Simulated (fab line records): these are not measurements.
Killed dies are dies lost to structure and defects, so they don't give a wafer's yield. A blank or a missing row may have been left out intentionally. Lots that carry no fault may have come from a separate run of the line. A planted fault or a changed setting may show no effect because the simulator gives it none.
fab line records | flow n5Finfet | part 2 of 2: steps 21 to 29 of 29
record lots=5 | wafers=15 | lastDay=16
route steps=1938 shown BEOL_M9@1410
lots that met no fault: taken from a fault-free run of the same line
startH: the number of hours between the record's first day and the start of the first shown wafer of the lot | waitH: hours from the lot's prior step to this one | " same as the row above | L1.1+2: a row that stands for several wafers | - no value, or no start given | * or withheld: withheld | < > ~ a bound
route shown NAME@n: names a module that has steps shown in the file, with the first one's number in the route | usual: mean/standard deviation taken from wafers without a fault | same: alike in all rows | chamber/n: place in a boat | sites: readings site by site | _std_site: standard deviation of those values | _edge_site: mean of outer sites minus mean of inner sites | radiusMm: for every site, how far away it sits from the centre of the wafer | mask NAME#n: copy n | behind: the tool/chamber that last shaped the wafer | hold: the reason the lot was held/the length of the hold in hours/how it ended | device: transistor that didn't switch, given as n, p or np | end of line: the tests these same wafers got at the end of their route | for a step that has no rows: nothing shown but its recipe | killed: count of dies lost to structure and defects at first sort (not the wafer's yield) | map: the dies of a wafer, with x for killed, . for not killed, _ for no die there
set.NAME: the run value of the setting; set.NAME@STEP: its run value at that earlier step | model.NAME: the simulator's own value behind a step, which no gauge read
lots at some steps of the route; a table a step, a row a wafer
services: a tool's chamber out of use, with start hour (startH, from the record's first day; less than 0 if before it), hours out, and reason
## steps
# step N5_BEOL_M9_SOFTBAKE_23
# recipe tempC=110 | timeS=60 | resist=CAR-EUV
lot.wafer  | tool          | chamber | startH | waitH
L074.1+3+6 | lithoTrack-01 | 0       | -      | -
L089.1+3+6 | lithoTrack-01 | 0       | -      | -
L092.1+5+6 | lithoTrack-01 | 0       | -      | -
L091.1+4+5 | lithoTrack-04 | 0       | -      | -
L094.2+3+4 | lithoTrack-04 | 0       | -      | -
# step N5_BEOL_M9_EXPOSE_25
# recipe maskId=V8 | na=0.33 | sourceShape=annular | sigmaInner=0.4 | sigmaOuter=0.8 | polarization=unpolarized | doseMj=37.25
lot.wafer  | tool          | chamber | startH | waitH | mask
L074.1+3+6 | euvScanner-02 | 0       | 223.73 | -     | V8#0
L089.1+3+6 | euvScanner-02 | 0       | 300.57 | -     | V8#0
L092.1+5+6 | euvScanner-01 | 0       | 315.89 | -     | V8#0
L091.1+4+5 | euvScanner-01 | 0       | 316.26 | -     | V8#0
L094.2+3+4 | euvScanner-02 | 0       | 337.54 | -     | V8#0
# step N5_BEOL_M9_PEB_26
# recipe pebTempC=100 | pebTimeS=60 | resist=CAR-EUV
lot.wafer  | tool          | chamber | startH | waitH
L074.1+3+6 | lithoTrack-02 | 0       | 223.80 | 0.1
L089.1+3+6 | lithoTrack-01 | 0       | 300.63 | 0.1
L092.1+5+6 | lithoTrack-02 | 0       | 315.96 | 0.1
L091.1+4+5 | lithoTrack-02 | 0       | 316.32 | 0.1
L094.2+3+4 | lithoTrack-02 | 0       | 337.59 | 0.0
# step N5_BEOL_M9_DEVELOP_27
# recipe developTimeS=30 | developer=TMAH | resist=CAR-EUV | rinseLiquid=surfactantRinse | dry=airSpin | devTempC=23
lot.wafer  | tool          | chamber | startH | waitH
L074.1+3+6 | lithoTrack-02 | 0       | -      | -
L089.1+3+6 | lithoTrack-01 | 0       | -      | -
L092.1+5+6 | lithoTrack-02 | 0       | -      | -
L091.1+4+5 | lithoTrack-02 | 0       | -      | -
L094.2+3+4 | lithoTrack-02 | 0       | -      | -
# step N5_BEOL_M9_CD_MEAS_28
# recipe targetCdNm=70 | landingEnergyEv=500 | detector=seInlens | polarity=opening
# usual cdNm=70.02/0.26
lot.wafer | tool     | chamber | startH | waitH | cdNm
L074.1    | cdSem-03 | 0       | 223.86 | -     | 70.06
L074.3    | "        | 0       | "      | "     | 69.77
L074.6    | "        | 0       | "      | "     | 70.18
L089.1    | cdSem-02 | 0       | 300.70 | -     | 69.78
L089.3    | "        | 0       | "      | "     | 70.04
L089.6    | "        | 0       | "      | "     | 70.20
L092.1    | cdSem-02 | 0       | 316.02 | -     | 69.99
L092.5    | "        | 0       | "      | "     | 70.21
L092.6    | "        | 0       | "      | "     | 70.16
L091.1    | cdSem-03 | 0       | 316.39 | -     | 70.04
L091.4    | "        | 0       | "      | "     | 70.22
L091.5    | "        | 0       | "      | "     | 70.05
L094.2    | cdSem-01 | 0       | 337.66 | -     | 70.55
L094.3    | "        | 0       | "      | "     | 69.99
L094.4    | "        | 0       | "      | "     | 69.77
# step N5_BEOL_M9_OVL_MEAS_29
# recipe pointsPerWafer=522
# usual V8_OVL=-0.1/0.76
# same pointsPerWafer=522
lot.wafer | tool       | chamber | startH | waitH | V8_OVL[nm]
L074.1    | overlay-01 | 0       | 223.89 | 0.0   | -0.1
L074.3    | "          | 0       | "      | "     | 0.7
L074.6    | "          | 0       | "      | "     | -0.5
L089.1    | overlay-02 | 0       | 300.73 | 0.0   | -0.5
L089.3    | "          | 0       | "      | "     | 0.2
L089.6    | "          | 0       | "      | "     | -1.2
L092.1    | overlay-02 | 0       | 316.05 | 0.0   | 0.2
L092.5    | "          | 0       | "      | "     | -0.3
L092.6    | "          | 0       | "      | "     | 0.0
L091.1    | overlay-02 | 0       | 316.42 | 0.0   | -0.4
L091.4    | "          | 0       | "      | "     | 0.6
L091.5    | "          | 0       | "      | "     | 0.1
L094.2    | overlay-01 | 0       | 337.70 | 0.0   | 0.0
L094.3    | "          | 0       | "      | "     | -1.1
L094.4    | "          | 0       | "      | "     | 0.8
# step N5_BEOL_M9_INSPECT_30
# recipe mode=adi | inspectInstrument=brightfield
# usual rawDefectCount=457/100
lot.wafer | tool             | chamber | startH | waitH | rawDefectCount
L074.1    | defectInspect-02 | -       | 223.95 | 0.1   | 472
L074.3    | "                | -       | "      | "     | 309
L074.6    | "                | -       | "      | "     | 356
L089.1    | defectInspect-02 | -       | 300.79 | 0.1   | 497
L089.3    | "                | -       | "      | "     | 747
L089.6    | "                | -       | "      | "     | 497
L092.1    | defectInspect-01 | -       | 316.11 | 0.1   | 423
L092.5    | "                | -       | "      | "     | 616
L092.6    | "                | -       | "      | "     | 715
L091.1    | defectInspect-01 | -       | 316.48 | 0.1   | 471
L091.4    | "                | -       | "      | "     | 409
L091.5    | "                | -       | "      | "     | 387
L094.2    | defectInspect-01 | -       | 337.76 | 0.1   | 670
L094.3    | "                | -       | "      | "     | 387
L094.4    | "                | -       | "      | "     | 362
# step N5_BEOL_M9_DESCUM_33
# recipe chemistry=O2 | timeS=7 | sourcePowerW=50 | biasPowerW=20 | pressureMtorr=20 | rfFrequencyHz=2.712e+07 | tempC=40 | resist=CAR-EUV | o2FlowSccm=225
# usual biasPowerW=20.00/0.057 | drypumpMotorCurrentA=5.5/0.47 | oesProductAu=0.84/0.096 | rfVppV=243.9/1.5 | showerheadPlenumPTorr=2.14/0.07 | tempC=40.00/0.12 | throttleValvePct=20.42/0.27
lot.wafer | tool       | chamber | startH | waitH | biasPowerW | drypumpMotorCurrentA | oesProductAu | rfHoursCounterH | rfVppV | showerheadPlenumPTorr | tempC | throttleValvePct
L074.1    | rieDiel-02 | 3       | 223.99 | 0.0   | 20.00      | 5.9                  | 0.97         | 7               | 246.5  | 2.15                  | 40.00 | 20.37
L074.3    | "          | 0       | "      | "     | 19.95      | 5.8                  | 0.91         | 29              | 245.5  | 2.22                  | 40.17 | 20.21
L074.6    | "          | 0       | "      | "     | 20.00      | 5.8                  | 0.91         | -               | 246.9  | 2.22                  | 40.04 | 20.23
L089.1    | rieDiel-02 | 2       | 300.82 | 0.0   | 19.95      | 5.5                  | 1.00         | 2               | 243.6  | 2.16                  | 39.77 | 20.40
L089.3    | "          | 1       | "      | "     | 20.03      | 6.0                  | 0.90         | 16              | 245.6  | 2.25                  | 39.99 | 20.02
L089.6    | "          | 3       | "      | "     | 20.03      | 5.9                  | 0.89         | -               | 243.4  | 2.14                  | 39.99 | 20.43
L092.1    | rieDiel-04 | 3       | 316.15 | 0.0   | 20.01      | 5.8                  | 0.70         | 248             | 243.9  | 2.17                  | 40.01 | 21.18
L092.5    | "          | 0       | "      | "     | 20.05      | 5.6                  | 0.87         | -               | 243.4  | 2.11                  | 39.98 | 20.13
L092.6    | "          | 1       | "      | "     | 20.11      | 5.4                  | 0.72         | -               | 243.5  | 2.09                  | 40.05 | 20.54
L091.1    | rieDiel-02 | 0       | 316.95 | 0.5   | 20.04      | 5.8                  | 0.87         | 62              | 246.1  | 2.21                  | 39.84 | 20.28
L091.4    | "          | 3       | "      | "     | 20.08      | 5.9                  | 0.88         | 40              | 244.2  | 2.14                  | 39.91 | 20.43
L091.5    | "          | 2       | "      | "     | 20.08      | 5.5                  | 0.97         | -               | 245.9  | 2.16                  | 39.99 | 20.40
L094.2    | rieDiel-02 | 1       | 337.79 | 0.0   | 20.04      | 6.0                  | 0.89         | 28              | 244.9  | 2.25                  | 39.92 | 20.04
L094.3    | "          | 2       | "      | "     | 19.89      | 5.5                  | 0.95         | 14              | 245.5  | 2.15                  | 40.13 | 20.42
L094.4    | "          | 0       | "      | "     | 20.02      | 5.8                  | 0.87         | 68              | 245.0  | 2.21                  | 40.19 | 20.28
# step N5_BEOL_M9_ETCH_76
# recipe chemistry=N2/H2 | target=underlayer | targetDepthA=65 | maskMaterial=CAR-EUV | timeS=5.2 | ionEnergyEv=200 | pressureMtorr=30 | sourceW=840 | biasW=150 | n2FlowSccm=200 | h2FlowSccm=200 | ends=cleared
# usual biasW=149.9/0.41 | drypumpMotorCurrentA=5.5/0.47 | etchRfOnTimeS=5.13/0.12 | oesProductAu=0.72/0.082 | rfVppV=525.4/2.8 | showerheadPlenumPTorr=2.60/0.089 | throttleValvePct=17.8/0.32
lot.wafer | tool       | chamber | startH | waitH | biasW | drypumpMotorCurrentA | etchRfOnTimeS | oesProductAu | rfHoursCounterH | rfVppV | showerheadPlenumPTorr | throttleValvePct
L074.1    | rieDiel-02 | 3       | 224.02 | 0.0   | 149.4 | 5.9                  | 5.15          | 0.84         | 7               | 523.5  | 2.61                  | 17.9
L074.3    | "          | 0       | "      | "     | 150.1 | 5.9                  | 5.02          | 0.78         | 29              | 525.8  | 2.70                  | 17.6
L074.6    | "          | 0       | "      | "     | 149.9 | 5.8                  | 5.03          | 0.78         | -               | 527.9  | 2.70                  | 17.6
L089.1    | rieDiel-02 | 2       | 300.86 | 0.0   | 149.4 | 5.5                  | 4.95          | 0.86         | 2               | 526.3  | 2.62                  | 17.8
L089.3    | "          | 1       | "      | "     | 150.3 | 6.0                  | 5.24          | 0.78         | 16              | 527.8  | 2.68                  | 17.1
L089.6    | "          | 3       | "      | "     | 149.3 | 5.9                  | 5.20          | 0.76         | -               | 527.2  | 2.60                  | 18.0
L092.1    | rieDiel-04 | 3       | 316.18 | 0.0   | 150.3 | 5.9                  | 5.33          | 0.59         | 248             | 524.6  | 2.59                  | 18.3
L092.5    | "          | 0       | "      | "     | 149.7 | 5.6                  | 5.03          | 0.76         | -               | 524.3  | 2.57                  | 17.5
L092.6    | "          | 1       | "      | "     | 148.9 | 5.4                  | 5.32          | 0.61         | -               | 523.1  | 2.54                  | 18.1
L091.1    | rieDiel-02 | 0       | 316.99 | 0.0   | 150.4 | 5.8                  | 5.09          | 0.73         | 62              | 528.6  | 2.68                  | 17.7
L091.4    | "          | 3       | "      | "     | 149.8 | 5.9                  | 5.27          | 0.76         | 40              | 527.4  | 2.60                  | 18.0
L091.5    | "          | 2       | "      | "     | 150.1 | 5.5                  | 5.00          | 0.83         | -               | 523.7  | 2.62                  | 17.8
L094.2    | rieDiel-02 | 1       | 337.83 | 0.0   | 149.7 | 6.0                  | 5.29          | 0.75         | 28              | 529.5  | 2.67                  | 17.1
L094.3    | "          | 2       | "      | "     | 150.0 | 5.5                  | 5.03          | 0.81         | 14              | 525.2  | 2.61                  | 17.8
L094.4    | "          | 0       | "      | "     | 149.9 | 5.8                  | 5.11          | 0.72         | 68              | 530.1  | 2.68                  | 17.7
## services
tool           | chamber | startH | hours | kind
euvScanner-01  | -       | 200.35 | 1.0   | pm
arfiScanner-01 | -       | 204.70 | 1.0   | pm
arfiScanner-01 | -       | 206.28 | 4.9   | pm
euvScanner-02  | -       | 220.66 | 1.0   | pm
arfiScanner-03 | -       | 221.94 | 0.7   | repair
rieDiel-06     | 1       | 224.30 | 2.0   | repair
euvScanner-02  | -       | 226.33 | 4.6   | pm
arfiScanner-03 | -       | 229.68 | 1.3   | pm
euvScanner-02  | -       | 231.72 | 0.3   | repair
arfiScanner-01 | -       | 235.84 | 0.8   | pm
arfiScanner-03 | -       | 237.54 | 1.0   | pm
rieDiel-04     | 0       | 239.88 | 1.8   | repair
arfiScanner-02 | -       | 246.64 | 4.9   | pm
euvScanner-01  | -       | 249.77 | 1.0   | pm
rieDiel-02     | 1       | 252.83 | 7.7   | repair
euvScanner-02  | -       | 258.53 | 2.5   | repair
euvScanner-02  | -       | 276.81 | 1.0   | pm
euvScanner-01  | -       | 281.37 | 4.6   | pm
rieDiel-06     | 2       | 287.31 | 3.1   | repair
arfiScanner-01 | -       | 293.00 | 1.3   | pm
euvScanner-01  | -       | 305.96 | 1.0   | pm
arfiScanner-01 | -       | 314.34 | 0.5   | repair
euvScanner-02  | -       | 332.96 | 1.0   | pm
euvScanner-01  | -       | 335.13 | 12.0  | pm
